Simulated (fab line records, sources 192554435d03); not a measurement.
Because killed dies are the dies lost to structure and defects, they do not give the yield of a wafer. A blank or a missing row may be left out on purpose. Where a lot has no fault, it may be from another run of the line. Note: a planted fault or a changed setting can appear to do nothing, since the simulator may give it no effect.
Chamber matching ; flow n5 finfet ; pecvd-01 running N5_BEOL_M1_PECVD_72: 3 sister chambers
The step deposits SiO2 from TEOS/O2, target thk 16 nm, time 18 s. 3 wafers are shown with their chamber, then 12 later ones without.

== EACH WAFER AND ITS CHAMBER ==
wafer;chamber;throttle valve pct (%)
L086.2;0;23.1
L091.2;1;22.5
L091.4;2;20.0

== WAFERS MISSING THEIR CHAMBER ==
wafer;throttle valve pct (%)
L092.2;22.5
L092.4;22.6
L092.5;20.3
L094.4;23.1
L094.5;20.4
L094.6;22.3
L095.1;23.2
L095.3;22.6
L095.6;20.4
L097.1;20.4
L097.3;23.1
L097.6;22.7

== WHICH CHAMBER EACH ONE RAN IN ==
wafer;from the rows above;in truth
L092.2;1;1
L092.4;can't be placed: 1 or 0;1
L092.5;2;2
L094.4;0;0
L094.5;2;2
L094.6;1;1
L095.1;0;0
L095.3;can't be placed: 1 or 0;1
L095.6;2;2
L097.1;2;2
L097.3;0;0
L097.6;can't be placed: 1 or 0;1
Placed correctly: 9 of 12. Not placeable from these rows: 3 (in 3, the candidates include the true chamber). Wrongly placed: 0.
How it was worked out, from the rows above alone: a wafer's distance from a chamber is the root of the sum, over the readings, of the square of ((its reading less the chamber's mean) divided by the reading's scatter). If the next closest chamber is less than 2 further off than the closest, the wafer can't be placed; otherwise it belongs to the closest. For every chamber, the mean is computed from those of its wafers that are shown. The scatter (one wafer shown for each chamber): square how far every hidden wafer sits from the nearest shown wafer, average those squares and take the square root.
